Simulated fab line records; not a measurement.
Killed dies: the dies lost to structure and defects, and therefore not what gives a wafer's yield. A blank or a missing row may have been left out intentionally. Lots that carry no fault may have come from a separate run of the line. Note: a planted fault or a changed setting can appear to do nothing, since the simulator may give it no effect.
Chamber matching | flow nand-harc | 4 sister chambers for NHARC_A_CONTACT_ALD_18 on ald-metal-01
The step deposits TiN, target thk 3 nm, pulse time 1 s, ald cycles 150. 4 wafers are shown with their chamber, then 7 later ones without.

== WAFERS WITH THEIR CHAMBER ==
wafer  | chamber | heater-power-w (W)
L891.2 | 0       | 1007
L891.6 | 3       | 968
L894.2 | 2       | 1072
L894.3 | 1       | 1130

== WAFERS WHOSE CHAMBER IS MISSING ==
wafer  | heater-power-w (W)
L894.4 | 1025
L896.1 | 1129
L896.3 | 950
L896.6 | 903
L898.1 | 1037
L898.3 | 955
L898.4 | 1110

== WHICH CHAMBER EACH WENT THROUGH ==
wafer  | from the rows above          | in truth
L894.4 | can't be placed: 0 or 2 or 3 | 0
L896.1 | can't be placed: 1 or 2      | 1
L896.3 | can't be placed: 3 or 0      | 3
L896.6 | can't be placed: 3 or 0      | 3
L898.1 | can't be placed: 0 or 2 or 3 | 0
L898.3 | can't be placed: 3 or 0      | 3
L898.4 | can't be placed: 1 or 2      | 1
Correct placement for 0 of the 7. Cannot be placed on the basis of these rows: 7; the candidates contain the true chamber in 7. Wrongly placed: 0.
How it was worked out, from the rows above alone: a wafer's distance from a chamber is the root of the sum, over the readings, of the square of ((its reading less the chamber's mean) divided by the reading's scatter). If the next closest chamber is less than 2 further off than the closest, the wafer can't be placed; otherwise it belongs to the closest. The mean given for a chamber averages the wafers shown for that chamber. The scatter: with one shown wafer a chamber, the root of the mean of the squares of how far each hidden wafer lies from its nearest shown one.
